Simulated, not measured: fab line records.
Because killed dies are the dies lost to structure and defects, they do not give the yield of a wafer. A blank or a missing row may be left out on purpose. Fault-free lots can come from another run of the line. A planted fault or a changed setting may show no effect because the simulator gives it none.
fab line records	flow n5_finfet
record: lots: 24	wafers: 72	last_day: 18
route steps=1938 shown BEOL_M3@980
lots untouched by any fault: they come from a run of this same line in which no faults occurred
start_h: start of the lot's first displayed wafer, in hours after the record's first day	wait_h: time in hours since the lot's previous step	" repeats the value in the row above	L1.1+2: a single row standing in for several wafers	- value missing, or start not given	* or withheld: withheld	< > ~ a bound
route shown NAME@n: NAME is a module with steps in the file, n the number in the route of the first one	usual: mean/standard deviation taken from wafers without a fault	same: alike in all rows	chamber/n: place in a boat	sites: each site's reading	_std_site: standard deviation across them	_edge_site: mean of outer sites minus mean of inner sites	radius_mm: for every site, how far away it sits from the centre of the wafer	mask NAME#n: copy n	behind: tool/chamber where the wafer was last shaped	hold: reason for holding the lot/hours on hold/outcome of the hold	device: the n, p or np transistor that did not switch	end of line: at the end of the route, the tests of the same wafers	a step given without rows: its recipe and nothing more	killed: the dies lost at the first sort to structure and to defects; this is not the yield of the wafer	map: the dies of a wafer, with x for killed, . for not killed, _ for no die there
set.NAME: the run value of the setting; set.NAME@STEP: its run value at that earlier step	model.NAME: the simulator's own value behind a step, which no gauge read
a sample of lots followed through the steps of the route, with each step as a table and each wafer as a row
services: a tool's chamber out of use, with start hour (start_h, from the record's first day; less than 0 if before it), hours out, and reason
== steps ==
step: N5_BEOL_M3_TRENCH_ETCH_37
recipe: chemistry: C4F6/O2	target_depth_a: 555.55	target: SiOC	time_s: 29.2	ion_energy_ev: 250	pressure_mtorr: 30	source_w: 355	bias_w: 185	Ar_flow_sccm: 300	C4F6_flow_sccm: 10	O2_flow_sccm: 10
usual: chamber_pressure_mTorr: 29.999/0.027	drypump_motor_current_A: 5.5/0.37	oes_product_au: 0.78/0.081	rf_fwd_power_W: 350.1/1.9	rf_vpp_V: 667/6.3	showerhead_plenum_p_Torr: 2.86/0.081	throttle_valve_pct: 20.86/0.15
lot.wafer	tool	chamber	start_h	wait_h	chamber_pressure_mTorr	drypump_motor_current_A	oes_product_au	rf_fwd_power_W	rf_hours_counter_h	rf_vpp_V	showerhead_plenum_p_Torr	throttle_valve_pct
L074.3	rie_diel-04	3	-	-	30.026	5.3	0.72	350.9	159	671	2.97	21.10
L074.4	"	1	"	"	30.038	4.9	0.89	353.5	46	659	3.01	20.91
L074.6	"	0	"	"	30.023	5.7	0.76	348.0	-	664	2.84	20.85
L075.2	rie_diel-04	3	-	-	29.990	5.2	0.73	348.7	162	670	2.97	21.10
L075.4	"	0	"	"	29.958	5.6	0.76	348.5	164	663	2.84	20.85
L075.5	"	2	"	"	30.033	5.3	0.95	353.4	-	668	2.81	20.58
L076.1	rie_diel-05	2	-	-	29.959	6.1	0.78	345.2	136	680	2.86	20.79
L076.4	"	1	"	"	29.988	5.8	0.74	350.3	163	653	2.74	20.73
L076.6	"	2	"	"	30.028	6.1	0.78	345.7	-	679	2.86	20.79
L078.1	rie_diel-04	2	-	-	30.004	5.3	0.95	352.4	10	668	2.81	20.56
L078.4	"	3	"	"	29.941	5.3	0.72	347.9	163	670	2.97	21.11
L078.6	"	3	"	"	30.009	5.3	0.73	347.7	-	672	2.97	21.12
L077.1	rie_diel-05	1	-	-	29.960	5.8	0.74	351.1	164	653	2.74	20.73
L077.3	"	0	"	"	30.006	4.8	0.70	353.7	219	670	2.93	20.93
L077.4	"	3	"	"	30.021	5.8	0.74	348.4	142	668	2.85	20.84
L079.1	rie_diel-03	0	-	-	30.042	5.6	0.75	351.2	175	662	2.84	20.69
L079.5	"	2	"	"	30.038	5.4	0.94	349.7	-	674	2.80	20.77
L079.6	"	3	"	"	30.019	6.2	0.82	352.4	-	669	2.77	20.78
L080.1	rie_diel-05	0	-	-	29.969	4.8	0.70	351.8	226	670	2.92	20.96
L080.3	"	3	"	"	29.997	5.9	0.74	348.5	149	666	2.84	20.86
L080.4	"	2	"	"	29.931	6.1	0.77	346.9	146	681	2.85	20.79
L081.2	rie_diel-04	1	-	-	29.985	4.9	0.87	352.0	63	661	3.01	20.93
L081.3	"	2	"	"	29.984	5.3	0.91	350.4	24	669	2.80	20.60
L081.4	"	1	"	"	30.017	4.9	0.86	350.3	-	662	3.01	20.93
L084.3	rie_diel-03	2	-	-	30.011	5.4	0.90	349.5	28	675	2.79	20.78
L084.5	"	0	"	"	29.988	5.6	0.73	348.5	-	662	2.83	20.70
L084.6	"	3	"	"	29.995	6.2	0.81	352.6	-	671	2.76	20.82
L083.2	rie_diel-04	1	-	-	30.012	4.9	0.85	351.2	68	659	3.00	20.92
L083.5	"	3	"	"	30.031	5.3	0.71	349.8	-	673	2.96	21.12
L083.6	"	2	"	"	29.971	5.3	0.91	352.4	-	667	2.80	20.60
L082.4	rie_diel-04	3	-	-	30.017	5.2	0.71	349.6	182	671	2.96	21.14
L082.5	"	1	"	"	30.006	4.9	0.85	349.1	-	659	3.00	20.94
L082.6	"	0	"	"	29.983	5.7	0.73	348.8	-	665	2.83	20.88
L087.3	rie_diel-03	1	-	-	29.999	5.2	0.69	351.9	221	663	2.94	21.04
L087.4	"	3	"	"	29.986	6.2	0.81	349.3	87	670	2.76	20.83
L087.6	"	1	"	"	30.017	5.2	0.70	351.2	-	663	2.94	21.03
L086.4	rie_diel-03	1	-	-	29.995	5.3	0.71	351.2	222	666	2.94	21.02
L086.5	"	2	"	"	29.995	5.4	0.90	349.9	-	675	2.79	20.80
L086.6	"	1	"	"	29.982	5.3	0.71	350.3	-	664	2.94	21.04
L085.2	rie_diel-03	2	-	-	30.000	5.4	0.91	349.3	34	676	2.79	20.80
L085.3	"	1	"	"	30.008	5.2	0.70	351.8	225	664	2.94	21.04
L085.6	"	1	"	"	29.969	5.3	0.71	351.0	-	663	2.94	21.05
L088.1	rie_diel-03	1	-	-	29.993	5.2	0.70	352.1	227	663	2.94	21.05
L088.2	"	3	"	"	29.960	6.2	0.80	348.7	92	670	2.76	20.82
L088.4	"	2	"	"	30.003	5.4	0.90	349.3	35	675	2.79	20.80
L089.1	rie_diel-03	2	-	-	30.024	5.4	0.90	350.5	39	673	2.79	20.81
L089.4	"	1	"	"	30.021	5.3	0.70	350.2	-	665	2.93	21.06
L089.6	"	0	"	"	30.039	5.6	0.73	350.4	-	662	2.82	20.73
L090.1	rie_diel-03	0	-	-	29.964	5.6	0.72	349.3	204	663	2.82	20.75
L090.3	"	1	"	"	30.011	5.3	0.70	350.9	233	663	2.93	21.04
L090.6	"	1	"	"	29.998	5.3	0.69	352.5	-	664	2.93	21.04
L091.1	rie_diel-03	2	-	-	30.069	5.4	0.88	349.3	41	674	2.78	20.82
L091.2	"	0	"	"	29.995	5.6	0.72	349.7	205	661	2.82	20.74
L091.3	"	1	"	"	29.964	5.3	0.69	351.9	233	662	2.93	21.04
L092.4	rie_diel-04	2	-	-	29.953	5.3	0.88	353.5	42	666	2.79	20.62
L092.5	"	2	"	"	29.986	5.3	0.88	352.6	-	667	2.79	20.61
L092.6	"	3	"	"	29.968	5.2	0.70	348.1	-	669	2.95	21.14
L093.1	rie_diel-04	1	-	-	30.035	4.9	0.83	350.4	82	658	3.00	20.95
L093.2	"	3	"	"	29.992	5.2	0.69	351.4	193	670	2.95	21.15
L093.4	"	0	"	"	29.986	5.6	0.73	347.1	194	664	2.82	20.91
L094.2	rie_diel-04	0	-	-	29.991	5.7	0.74	347.8	195	664	2.82	20.89
L094.5	"	0	"	"	30.000	5.7	0.73	347.7	-	664	2.82	20.89
L094.6	"	1	"	"	30.025	4.9	0.83	352.7	-	661	3.00	20.95
L095.2	rie_diel-03	0	-	-	30.028	5.6	0.71	348.8	209	661	2.82	20.74
L095.4	"	1	"	"	30.074	5.3	0.69	349.7	237	664	2.93	21.05
L095.6	"	1	"	"	30.017	5.3	0.70	349.7	-	663	2.93	21.07
L096.1	rie_diel-05	1	-	-	30.038	5.8	0.71	349.7	197	653	2.73	20.78
L096.2	"	3	"	"	29.950	5.9	0.71	350.6	175	666	2.83	20.90
L096.3	"	2	"	"	30.010	6.1	0.75	343.8	170	679	2.84	20.83
L097.1	rie_diel-03	0	-	-	29.983	5.6	0.72	349.0	214	661	2.82	20.75
L097.2	"	2	"	"	30.022	5.4	0.88	347.3	50	674	2.78	20.84
L097.5	"	0	"	"	30.039	5.6	0.72	350.2	-	662	2.82	20.76
step: N5_BEOL_M3_OCD_MEAS_38
usual: trench_depth_nm: 55.5/0.86
lot.wafer	tool	chamber	start_h	wait_h	trench_depth_nm
L074.3	ocd-01	-	149.61	-	54.2
L074.4	"	-	"	"	56.8
L074.6	"	-	"	"	54.4
L075.2	ocd-02	-	158.40	-	54.4
L075.4	"	-	"	"	54.5
L075.5	"	-	"	"	56.0
L076.1	ocd-01	-	163.20	-	55.3
L076.4	"	-	"	"	55.3
L076.6	"	-	"	"	55.9
L078.1	ocd-02	-	163.20	-	56.1
L078.4	"	-	"	"	54.3
L078.6	"	-	"	"	54.4
L077.1	ocd-02	-	166.92	-	54.2
L077.3	"	-	"	"	55.9
L077.4	"	-	"	"	54.2
L079.1	ocd-02	-	175.98	-	55.4
L079.5	"	-	"	"	56.7
L079.6	"	-	"	"	56.5
L080.1	ocd-02	-	204.07	-	54.9
L080.3	"	-	"	"	54.6
L080.4	"	-	"	"	55.7
L081.2	ocd-01	-	210.88	-	56.9
L081.3	"	-	"	"	56.1
L081.4	"	-	"	"	55.9
L084.3	ocd-01	-	223.58	-	56.1
L084.5	"	-	"	"	55.5
L084.6	"	-	"	"	55.9
L083.2	ocd-02	-	223.62	-	56.9
L083.5	"	-	"	"	54.3
L083.6	"	-	"	"	56.1
L087.3	ocd-02	-	231.96	-	55.0
L087.4	"	-	"	"	56.8
L087.6	"	-	"	"	54.8
L082.4	ocd-01	-	231.96	-	53.8
L082.5	"	-	"	"	55.9
L082.6	"	-	"	"	54.3
L086.4	ocd-01	-	236.98	-	55.4
L086.5	"	-	"	"	55.6
L086.6	"	-	"	"	55.5
L085.2	ocd-02	-	245.55	-	57.6
L085.3	"	-	"	"	55.6
L085.6	"	-	"	"	55.3
L088.1	ocd-02	-	249.11	-	55.2
L088.2	"	-	"	"	56.2
L088.4	"	-	"	"	56.4
L089.1	ocd-02	-	261.46	-	57.1
L089.4	"	-	"	"	56.0
L089.6	"	-	"	"	56.0
L090.1	ocd-02	-	265.97	-	55.7
L090.3	"	-	"	"	55.1
L090.6	"	-	"	"	55.0
L091.1	ocd-02	-	266.44	-	56.4
L091.2	"	-	"	"	54.5
L091.3	"	-	"	"	55.3
L092.4	ocd-02	-	266.45	-	55.6
L092.5	"	-	"	"	55.5
L092.6	"	-	"	"	54.1
L093.1	ocd-02	-	269.78	-	55.6
L093.2	"	-	"	"	53.9
L093.4	"	-	"	"	54.6
L094.2	ocd-01	-	279.57	-	55.6
L094.5	"	-	"	"	55.4
L094.6	"	-	"	"	56.2
L095.2	ocd-01	-	282.49	-	54.7
L095.4	"	-	"	"	55.8
L095.6	"	-	"	"	55.5
L096.1	ocd-02	-	285.83	-	55.6
L096.2	"	-	"	"	55.3
L096.3	"	-	"	"	56.3
L097.1	ocd-01	-	302.17	-	56.1
L097.2	"	-	"	"	56.4
L097.5	"	-	"	"	55.4
step: N5_BEOL_M3_SURFACE_TREAT_85
recipe: gas: Ar	time_s: *	ion_energy_ev: *	ion_current_ma_cm2: 0.5	pressure_mtorr: *	ar_flow_sccm: 30
usual: throttle_valve_pct: *
lot.wafer	tool	chamber	start_h	wait_h	throttle_valve_pct
L074.3	pvd_sputter-02	-	150.87	0.4	*
L074.4	"	-	"	"	*
L074.6	"	-	"	"	*
L075.2	pvd_sputter-01	-	160.60	1.6	*
L075.4	"	-	"	"	*
L075.5	"	-	"	"	*
L076.1	pvd_sputter-03	-	164.26	0.3	*
L076.4	"	-	"	"	*
L076.6	"	-	"	"	*
L078.1	pvd_sputter-02	-	164.33	0.2	*
L078.4	"	-	"	"	*
L078.6	"	-	"	"	*
L077.1	pvd_sputter-03	-	167.90	0.2	*
L077.3	"	-	"	"	*
L077.4	"	-	"	"	*
L079.1	pvd_sputter-03	-	177.04	0.2	*
L079.5	"	-	"	"	*
L079.6	"	-	"	"	*
L080.1	pvd_sputter-03	-	204.90	0.2	*
L080.3	"	-	"	"	*
L080.4	"	-	"	"	*
L081.2	pvd_sputter-02	-	211.53	0.1	*
L081.3	"	-	"	"	*
L081.4	"	-	"	"	*
L084.3	pvd_sputter-01	-	224.45	0.1	*
L084.5	"	-	"	"	*
L084.6	"	-	"	"	*
L083.2	pvd_sputter-01	-	224.61	0.1	*
L083.5	"	-	"	"	*
L083.6	"	-	"	"	*
L087.3	pvd_sputter-03	-	233.10	0.4	*
L087.4	"	-	"	"	*
L087.6	"	-	"	"	*
L082.4	pvd_sputter-02	-	233.11	0.2	*
L082.5	"	-	"	"	*
L082.6	"	-	"	"	*
L086.4	pvd_sputter-01	-	237.74	0.2	*
L086.5	"	-	"	"	*
L086.6	"	-	"	"	*
L085.2	pvd_sputter-01	-	246.74	0.3	*
L085.3	"	-	"	"	*
L085.6	"	-	"	"	*
L088.1	pvd_sputter-03	-	250.09	0.2	*
L088.2	"	-	"	"	*
L088.4	"	-	"	"	*
L089.1	pvd_sputter-01	-	262.27	0.2	*
L089.4	"	-	"	"	*
L089.6	"	-	"	"	*
L090.1	pvd_sputter-02	-	266.96	0.2	*
L090.3	"	-	"	"	*
L090.6	"	-	"	"	*
L091.1	pvd_sputter-01	-	267.15	0.1	*
L091.2	"	-	"	"	*
L091.3	"	-	"	"	*
L092.4	pvd_sputter-02	-	267.53	0.4	*
L092.5	"	-	"	"	*
L092.6	"	-	"	"	*
L093.1	pvd_sputter-02	-	270.47	0.2	*
L093.2	"	-	"	"	*
L093.4	"	-	"	"	*
L094.2	pvd_sputter-01	-	280.35	0.2	*
L094.5	"	-	"	"	*
L094.6	"	-	"	"	*
L095.2	pvd_sputter-01	-	283.53	0.4	*
L095.4	"	-	"	"	*
L095.6	"	-	"	"	*
L096.1	pvd_sputter-03	-	287.08	0.3	*
L096.2	"	-	"	"	*
L096.3	"	-	"	"	*
L097.1	pvd_sputter-02	-	303.41	0.2	*
L097.2	"	-	"	"	*
L097.5	"	-	"	"	*
step: N5_BEOL_M3_SPUTTER_48
recipe: material: Cu	target_thk_a: 45	temp_c: -20	chamber_pressure_pa: 0.07	power_w: withheld	time_s: 8.29
usual: substrate_temp_c: -19.99/0.11	throttle_valve_pct: 29.9/1.1
lot.wafer	tool	chamber	start_h	wait_h	substrate_temp_c	throttle_valve_pct
L074.3	pvd_sputter-02	-	152.83	1.8	-19.92	29.5
L074.4	"	-	"	"	-20.07	29.3
L074.6	"	-	"	"	-20.04	30.6
L075.2	pvd_sputter-02	-	160.89	0.1	-19.96	29.4
L075.4	"	-	"	"	-19.95	29.1
L075.5	"	-	"	"	-19.90	30.6
L076.1	pvd_sputter-02	-	164.55	0.2	-19.80	28.9
L076.4	"	-	"	"	-20.09	29.6
L076.6	"	-	"	"	-20.13	29.5
L078.1	pvd_sputter-01	-	165.14	0.5	-20.15	31.0
L078.4	"	-	"	"	-20.06	29.2
L078.6	"	-	"	"	-19.90	31.3
L077.1	pvd_sputter-03	-	169.98	1.9	-19.89	32.0
L077.3	"	-	"	"	-20.00	28.6
L077.4	"	-	"	"	-19.83	30.6
L079.1	pvd_sputter-02	-	177.40	0.1	-19.94	29.6
L079.5	"	-	"	"	-19.98	29.2
L079.6	"	-	"	"	-19.99	29.4
L080.1	pvd_sputter-01	-	205.61	0.3	-19.70	29.1
L080.3	"	-	"	"	-20.23	30.2
L080.4	"	-	"	"	-19.86	30.8
L081.2	pvd_sputter-03	-	211.94	0.3	-19.99	28.2
L081.3	"	-	"	"	-19.71	32.1
L081.4	"	-	"	"	-20.02	30.5
L084.3	pvd_sputter-02	-	224.75	0.2	-20.07	29.3
L084.5	"	-	"	"	-20.16	29.7
L084.6	"	-	"	"	-20.03	30.7
L083.2	pvd_sputter-03	-	225.16	0.2	-19.89	30.8
L083.5	"	-	"	"	-19.88	32.0
L083.6	"	-	"	"	-19.95	28.4
L087.3	pvd_sputter-02	-	233.37	0.1	-20.10	29.1
L087.4	"	-	"	"	-19.99	29.5
L087.6	"	-	"	"	-19.92	30.6
L082.4	pvd_sputter-03	-	233.60	0.2	-20.17	31.8
L082.5	"	-	"	"	-20.19	32.2
L082.6	"	-	"	"	-19.96	28.3
L086.4	pvd_sputter-02	-	238.31	0.3	-20.00	29.3
L086.5	"	-	"	"	-20.10	29.5
L086.6	"	-	"	"	-19.94	30.7
L085.2	pvd_sputter-02	-	247.11	0.2	-19.86	29.4
L085.3	"	-	"	"	-20.08	29.3
L085.6	"	-	"	"	-19.96	29.1
L088.1	pvd_sputter-03	-	250.65	0.2	-19.91	28.2
L088.2	"	-	"	"	-19.98	30.6
L088.4	"	-	"	"	-20.05	28.4
L089.1	pvd_sputter-02	-	264.06	1.4	-20.10	29.7
L089.4	"	-	"	"	-19.89	29.0
L089.6	"	-	"	"	-19.86	29.5
L090.1	pvd_sputter-01	-	267.19	0.1	-19.93	31.2
L090.3	"	-	"	"	-19.90	30.2
L090.6	"	-	"	"	-20.09	31.5
L091.1	pvd_sputter-02	-	267.57	0.3	-20.10	29.6
L091.2	"	-	"	"	-20.07	29.3
L091.3	"	-	"	"	-19.94	30.7
L092.4	pvd_sputter-01	-	269.03	1.1	-19.87	31.2
L092.5	"	-	"	"	-19.90	31.2
L092.6	"	-	"	"	-20.28	28.7
L093.1	pvd_sputter-01	-	270.87	0.3	-19.91	29.0
L093.2	"	-	"	"	-20.08	30.9
L093.4	"	-	"	"	-20.07	31.5
L094.2	pvd_sputter-03	-	281.92	1.2	-19.95	28.1
L094.5	"	-	"	"	-19.92	28.2
L094.6	"	-	"	"	-20.07	30.5
L095.2	pvd_sputter-03	-	283.76	0.1	-20.09	28.1
L095.4	"	-	"	"	-19.97	30.3
L095.6	"	-	"	"	-19.94	28.0
L096.1	pvd_sputter-02	-	287.40	0.1	-19.96	29.8
L096.2	"	-	"	"	-19.82	29.4
L096.3	"	-	"	"	-20.01	29.2
L097.1	pvd_sputter-01	-	304.71	0.9	-19.85	30.9
L097.2	"	-	"	"	-19.72	29.1
L097.5	"	-	"	"	-19.92	31.0
step: N5_BEOL_M3_ANNEAL_82
recipe: temp_c: 400	time_s: 240	ambient: vacuum
usual: heater_power_w: 858/81
lot.wafer	tool	chamber	start_h	wait_h	heater_power_w
L074.3	pvd_sputter-02	-	153.35	0.0	1018
L074.4	"	-	"	"	852
L074.6	"	-	"	"	937
L075.2	pvd_sputter-02	-	161.41	0.0	788
L075.4	"	-	"	"	862
L075.5	"	-	"	"	958
L076.1	pvd_sputter-02	-	165.07	0.0	876
L076.4	"	-	"	"	807
L076.6	"	-	"	"	992
L078.1	pvd_sputter-01	-	165.66	0.0	806
L078.4	"	-	"	"	811
L078.6	"	-	"	"	891
L077.1	pvd_sputter-03	-	170.50	0.0	805
L077.3	"	-	"	"	856
L077.4	"	-	"	"	763
L079.1	pvd_sputter-02	-	177.92	0.0	818
L079.5	"	-	"	"	860
L079.6	"	-	"	"	793
L080.1	pvd_sputter-01	-	206.13	0.0	798
L080.3	"	-	"	"	782
L080.4	"	-	"	"	809
L081.2	pvd_sputter-03	-	212.98	0.1	836
L081.3	"	-	"	"	806
L081.4	"	-	"	"	739
L084.3	pvd_sputter-02	-	225.27	0.0	883
L084.5	"	-	"	"	1026
L084.6	"	-	"	"	938
L083.2	pvd_sputter-03	-	225.68	0.0	737
L083.5	"	-	"	"	801
L083.6	"	-	"	"	846
L087.3	pvd_sputter-02	-	233.89	0.0	881
L087.4	"	-	"	"	801
L087.6	"	-	"	"	934
L082.4	pvd_sputter-03	-	234.12	0.0	816
L082.5	"	-	"	"	806
L082.6	"	-	"	"	876
L086.4	pvd_sputter-02	-	238.83	0.0	800
L086.5	"	-	"	"	1028
L086.6	"	-	"	"	948
L085.2	pvd_sputter-02	-	247.63	0.0	979
L085.3	"	-	"	"	861
L085.6	"	-	"	"	803
L088.1	pvd_sputter-03	-	251.17	0.0	834
L088.2	"	-	"	"	754
L088.4	"	-	"	"	864
L089.1	pvd_sputter-02	-	264.58	0.0	1045
L089.4	"	-	"	"	897
L089.6	"	-	"	"	1027
L090.1	pvd_sputter-01	-	267.71	0.0	875
L090.3	"	-	"	"	758
L090.6	"	-	"	"	859
L091.1	pvd_sputter-02	-	268.09	0.0	1011
L091.2	"	-	"	"	782
L091.3	"	-	"	"	955
L092.4	pvd_sputter-01	-	269.55	0.0	865
L092.5	"	-	"	"	807
L092.6	"	-	"	"	796
L093.1	pvd_sputter-01	-	271.39	0.0	787
L093.2	"	-	"	"	807
L093.4	"	-	"	"	872
L094.2	pvd_sputter-03	-	282.44	0.0	820
L094.5	"	-	"	"	863
L094.6	"	-	"	"	742
L095.2	pvd_sputter-03	-	284.28	0.0	886
L095.4	"	-	"	"	741
L095.6	"	-	"	"	830
L096.1	pvd_sputter-02	-	287.92	0.0	1037
L096.2	"	-	"	"	804
L096.3	"	-	"	"	842
L097.1	pvd_sputter-01	-	305.23	0.0	806
L097.2	"	-	"	"	781
L097.5	"	-	"	"	816
step: N5_BEOL_M3_SPUTTER_90
recipe: material: Cu	target_thk_a: 45	temp_c: -20	chamber_pressure_pa: 0.07	power_w: withheld	time_s: 8.29
usual: substrate_temp_c: -20.00/0.1	throttle_valve_pct: 29.9/1.1
lot.wafer	tool	chamber	start_h	wait_h	substrate_temp_c	throttle_valve_pct
L074.3	pvd_sputter-02	-	153.93	0.1	-19.96	29.7
L074.4	"	-	"	"	-20.11	29.1
L074.6	"	-	"	"	-19.95	30.6
L075.2	pvd_sputter-02	-	161.99	0.1	-19.95	29.4
L075.4	"	-	"	"	-19.95	29.2
L075.5	"	-	"	"	-20.14	30.7
L076.1	pvd_sputter-02	-	165.65	0.1	-19.87	29.1
L076.4	"	-	"	"	-20.11	29.2
L076.6	"	-	"	"	-20.09	29.9
L078.1	pvd_sputter-01	-	166.24	0.1	-19.98	30.9
L078.4	"	-	"	"	-20.04	29.0
L078.6	"	-	"	"	-19.91	31.4
L077.1	pvd_sputter-03	-	171.08	0.1	-20.06	31.9
L077.3	"	-	"	"	-20.04	28.4
L077.4	"	-	"	"	-19.96	30.6
L079.1	pvd_sputter-02	-	178.50	0.1	-20.00	29.5
L079.5	"	-	"	"	-19.93	28.8
L079.6	"	-	"	"	-20.12	29.3
L080.1	pvd_sputter-01	-	206.71	0.1	-19.82	29.0
L080.3	"	-	"	"	-20.23	30.2
L080.4	"	-	"	"	-20.07	31.1
L081.2	pvd_sputter-03	-	213.92	0.1	-20.10	28.1
L081.3	"	-	"	"	-19.96	32.1
L081.4	"	-	"	"	-20.09	30.3
L084.3	pvd_sputter-02	-	225.85	0.1	-19.97	29.4
L084.5	"	-	"	"	-20.12	29.7
L084.6	"	-	"	"	-20.08	30.9
L083.2	pvd_sputter-03	-	226.26	0.1	-20.05	30.8
L083.5	"	-	"	"	-20.10	32.1
L083.6	"	-	"	"	-20.01	28.2
L087.3	pvd_sputter-02	-	234.47	0.1	-20.04	29.3
L087.4	"	-	"	"	-20.15	29.5
L087.6	"	-	"	"	-20.09	30.8
L082.4	pvd_sputter-03	-	234.70	0.1	-19.88	31.9
L082.5	"	-	"	"	-19.84	32.1
L082.6	"	-	"	"	-20.10	28.4
L086.4	pvd_sputter-02	-	239.41	0.1	-19.95	29.3
L086.5	"	-	"	"	-19.94	29.8
L086.6	"	-	"	"	-20.03	30.8
L085.2	pvd_sputter-02	-	248.21	0.1	-19.98	29.5
L085.3	"	-	"	"	-19.83	29.0
L085.6	"	-	"	"	-20.01	29.2
L088.1	pvd_sputter-03	-	251.75	0.1	-19.88	28.0
L088.2	"	-	"	"	-19.84	30.8
L088.4	"	-	"	"	-19.95	28.3
L089.1	pvd_sputter-02	-	265.16	0.1	-20.22	29.9
L089.4	"	-	"	"	-19.84	29.3
L089.6	"	-	"	"	-20.04	29.6
L090.1	pvd_sputter-01	-	268.29	0.1	-19.88	31.4
L090.3	"	-	"	"	-19.81	30.1
L090.6	"	-	"	"	-19.93	31.2
L091.1	pvd_sputter-02	-	268.67	0.1	-20.05	29.7
L091.2	"	-	"	"	-19.96	29.6
L091.3	"	-	"	"	-19.93	30.5
L092.4	pvd_sputter-01	-	270.13	0.1	-20.05	31.0
L092.5	"	-	"	"	-19.95	31.0
L092.6	"	-	"	"	-19.97	28.9
L093.1	pvd_sputter-01	-	271.97	0.1	-19.98	29.2
L093.2	"	-	"	"	-20.00	31.0
L093.4	"	-	"	"	-20.19	31.2
L094.2	pvd_sputter-03	-	283.02	0.1	-20.09	28.0
L094.5	"	-	"	"	-19.88	28.1
L094.6	"	-	"	"	-20.01	30.4
L095.2	pvd_sputter-03	-	284.86	0.1	-20.09	28.2
L095.4	"	-	"	"	-20.06	30.7
L095.6	"	-	"	"	-20.17	28.3
L096.1	pvd_sputter-02	-	288.50	0.1	-20.02	29.3
L096.2	"	-	"	"	-20.00	29.4
L096.3	"	-	"	"	-20.00	29.3
L097.1	pvd_sputter-01	-	305.81	0.1	-20.03	31.4
L097.2	"	-	"	"	-20.03	29.2
L097.5	"	-	"	"	-20.10	31.2
== services ==
tool	chamber	start_h	hours	kind
rie_diel-05	2	133.74	16.1	repair
rie_diel-04	3	177.55	5.5	repair
rie_diel-03	2	191.94	6.5	repair
pvd_sputter-01	-	194.82	4.9	repair
rie_diel-05	-	203.16	0.3	repair
rie_diel-04	0	208.33	7.4	repair
rie_diel-03	3	260.74	9.0	repair
rie_diel-05	-	265.48	2.8	pm
rie_diel-05	0	278.99	-	clean
rie_diel-05	0	278.99	-	consumable_replace:focus_ring
rie_diel-05	0	278.99	22.2	scheduled_down
rie_diel-05	0	278.99	22.2	vent_cycle
== key ==
fault none
